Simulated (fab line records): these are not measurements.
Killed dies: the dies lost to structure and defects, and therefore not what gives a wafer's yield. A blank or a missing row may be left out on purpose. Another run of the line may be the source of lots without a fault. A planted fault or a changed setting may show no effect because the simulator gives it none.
Chamber matching :: flow nand_harc :: rie_si-04 running NHARC_A_CHANNEL_FILL_D2_ETCHBACK_19: 4 sister chambers
The step etches the open film in HBr/Cl2, target depth 5 nm, time 1.7 s. 7 wafers are shown with their chamber, then 7 later ones without.

== WAFERS, EACH WITH ITS CHAMBER ==
wafer: L393.1
chamber: 0
oes_product_au (a.u.): 1.015
throttle_valve_pct (%): 26.390

wafer: L397.5
chamber: 3
oes_product_au (a.u.): 1.010
throttle_valve_pct (%): 26.406

wafer: L398.1
chamber: 2
oes_product_au (a.u.): 1.012
throttle_valve_pct (%): 26.390

wafer: L398.5
chamber: 2
oes_product_au (a.u.): 1.013
throttle_valve_pct (%): 26.423

wafer: L398.6
chamber: 1
oes_product_au (a.u.): 0.995
throttle_valve_pct (%): 26.412

wafer: L400.2
chamber: 3
oes_product_au (a.u.): 1.009
throttle_valve_pct (%): 26.411

wafer: L400.3
chamber: 1
oes_product_au (a.u.): 0.984
throttle_valve_pct (%): 26.405

== WAFERS WITHOUT THEIR CHAMBER ==
wafer: L400.5
oes_product_au (a.u.): 1.007
throttle_valve_pct (%): 26.397

wafer: L407.1
oes_product_au (a.u.): 0.969
throttle_valve_pct (%): 26.407

wafer: L407.3
oes_product_au (a.u.): 0.984
throttle_valve_pct (%): 26.400

wafer: L407.4
oes_product_au (a.u.): 0.988
throttle_valve_pct (%): 26.402

wafer: L412.1
oes_product_au (a.u.): 0.976
throttle_valve_pct (%): 26.396

wafer: L412.3
oes_product_au (a.u.): 1.000
throttle_valve_pct (%): 26.403

wafer: L412.6
oes_product_au (a.u.): 1.020
throttle_valve_pct (%): 26.399

== EACH ONE'S CHAMBER ==
wafer: L400.5
from the rows above: can't be placed: 3 or 2 or 0
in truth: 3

wafer: L407.1
from the rows above: 1
in truth: 1

wafer: L407.3
from the rows above: 1
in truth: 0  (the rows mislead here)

wafer: L407.4
from the rows above: 1
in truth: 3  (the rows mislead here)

wafer: L412.1
from the rows above: 1
in truth: 1

wafer: L412.3
from the rows above: can't be placed: 3 or 1 or 2 or 0
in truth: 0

wafer: L412.6
from the rows above: can't be placed: 0 or 2 or 3
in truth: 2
2 of 7 placed correctly. Cannot be placed on the basis of these rows: 3; the candidates contain the true chamber in 3. Placed wrongly: 2.
How it was worked out, from the rows above alone: a wafer's distance from a chamber is the root of the sum, over the readings, of the square of ((its reading less the chamber's mean) divided by the reading's scatter). If the next closest chamber is less than 2 further off than the closest, the wafer can't be placed; otherwise it belongs to the closest. For every chamber, the mean is computed from those of its wafers that are shown. The scatter: take each reading less its chamber's mean, square it, sum over the shown wafers, divide by the number of wafers less the number of chambers, and take the root.
